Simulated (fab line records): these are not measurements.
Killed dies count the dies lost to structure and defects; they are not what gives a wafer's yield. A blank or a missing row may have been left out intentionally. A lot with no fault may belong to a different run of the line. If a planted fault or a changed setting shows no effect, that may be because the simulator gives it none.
Split-lot study + flow n5 finfet + 7 lots, 21 wafers read, on a route of 1938 steps

## THE SPLIT ITSELF
At N5_HKMG_FIN_ETCH_55 (etches SOC in N2/H2, target depth 240 nm, time 300 s), the setting bias w was moved away from the recipe's 150 W on 8 of the 21 wafers read, by -15.8% to +17.4%. This setting was run at the recipe's value on the other wafers.

The reading is taken at the split's own step.

## THE READING
rf vpp V, in V, at N5_HKMG_FIN_ETCH_55 (etches SOC in N2/H2, target depth 240 nm, time 300 s). Typical for fault-free wafers on this fab line: 525.1 V, with standard deviation 2.1 V.

| wafer  | tool, chamber at the split | bias w as run, W | against the recipe | rf vpp V, V | against lot-mates on the recipe |
|--------|----------------------------|------------------|--------------------|-------------|---------------------------------|
| L074.1 | rie diel-04, 0             | 161.8            | +7.9%              | 548.2       | +21.8                           |
| L074.4 | rie diel-04, 3             | 161.8            | +7.9%              | 550.5       | +24.1                           |
| L074.5 | rie diel-04, 1             | 150              | recipe             | 526.4       | -                               |
| L077.2 | rie diel-06, 0             | 150              | recipe             | 523.7       | -                               |
| L077.3 | rie diel-06, 1             | 150              | recipe             | 524.3       | -                               |
| L077.4 | rie diel-06, 3             | 150              | recipe             | 522.9       | -                               |
| L084.1 | rie diel-04, 3             | 150              | recipe             | 523.7       | -                               |
| L084.2 | rie diel-04, 1             | 127.4            | -15.1%             | 473.8       | -49.9                           |
| L084.5 | rie diel-04, 2             | 127.4            | -15.1%             | 473.7       | -50.0                           |
| L085.1 | rie diel-05, 0             | 150              | recipe             | 526.6       | -                               |
| L085.2 | rie diel-05, 1             | 176.1            | +17.4%             | 581.3       | +55.1                           |
| L085.4 | rie diel-05, 0             | 150              | recipe             | 525.7       | -                               |
| L086.1 | rie diel-04, 2             | 126.3            | -15.8%             | 470.9       | -52.7                           |
| L086.3 | rie diel-04, 1             | 126.3            | -15.8%             | 472.5       | -51.1                           |
| L086.6 | rie diel-04, 3             | 150              | recipe             | 523.6       | -                               |
| L087.1 | rie diel-06, 2             | 136.5            | -9.0%              | 496.2       | -28.2                           |
| L087.2 | rie diel-06, 3             | 150              | recipe             | 525.0       | -                               |
| L087.5 | rie diel-06, 3             | 150              | recipe             | 523.7       | -                               |
| L093.3 | rie diel-04, 3             | 150              | recipe             | 522.2       | -                               |
| L093.4 | rie diel-04, 0             | 150              | recipe             | 523.7       | -                               |
| L093.6 | rie diel-04, 0             | 150              | recipe             | 523.3       | -                               |

THE FIT
A straight line over all 21 wafers: rf vpp V changes by +3.3 V for each +1% of bias w; r = +1.00; the points scatter about the line by 1.3 V.
The same after taking each lot's own level away (the mean of its wafers on the recipe; 21 wafers): +3.22 V for each +1%; r = +1.00; scatter 1.1 V.
On that fit, the largest move of bias w shifts the reading by 56 V.
The span of the lots' own levels, 523.07 to 526.40 V, comes to 1.6 times the standard deviation stated above.
Consequently the slope shifts little with the lot-to-lot level, the two slopes agreeing.
Check: for one of the wafers moved furthest among these (+17.4%), held out of the fit, the line's prediction against its lot-mates is +55.7 V. It came out at +55.1 V against them.
Tool readings at the split's step, against how far the setting was moved: rf vpp V r = +1.00.

## THE OTHER SPLITS THESE WAFERS WENT THROUGH
Before the reading, these wafers also passed through other splits. Each is held against what the fit with the lots' levels taken away leaves over:
| other split on the same wafers       | wafers away from the commonest value | r with rf vpp V (lot level and that fit taken away) |
|--------------------------------------|--------------------------------------|-----------------------------------------------------|
| N5_FIN_SAQP_PEB_14 peb time s        | 7                                    | -0.37                                               |
| N5_SD_EPI_N_EPI_21 time s            | 10                                   | -0.04                                               |
| N5_SD_EPI_P_EPI_21 epi growth time s | 8                                    | -0.13                                               |

## THE WHOLE CHAIN: every reading that the file lists as answering this split, in the file's order
| step                | what it does                                         | reading                                                                           | change (the file's fit)               | r (the file's) |
|---------------------|------------------------------------------------------|-----------------------------------------------------------------------------------|---------------------------------------|----------------|
| N5_HKMG_FIN_ETCH_55 | etches SOC in N2/H2, target depth 240 nm, time 300 s | rf vpp V                                                                          | +3.22 V for each +1% of the setting   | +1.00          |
| N5_HKMG_FIN_ETCH_55 | etches SOC in N2/H2, target depth 240 nm, time 300 s | SiARC_of_HKMG_FIN_COAT_42.thk nm (the simulator's own value, which no gauge read) | -0.165 nm for each +1% of the setting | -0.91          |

## FILE'S OWN FIT
rf vpp V changes by +3.22 V for each +1% of bias w, r = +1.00.
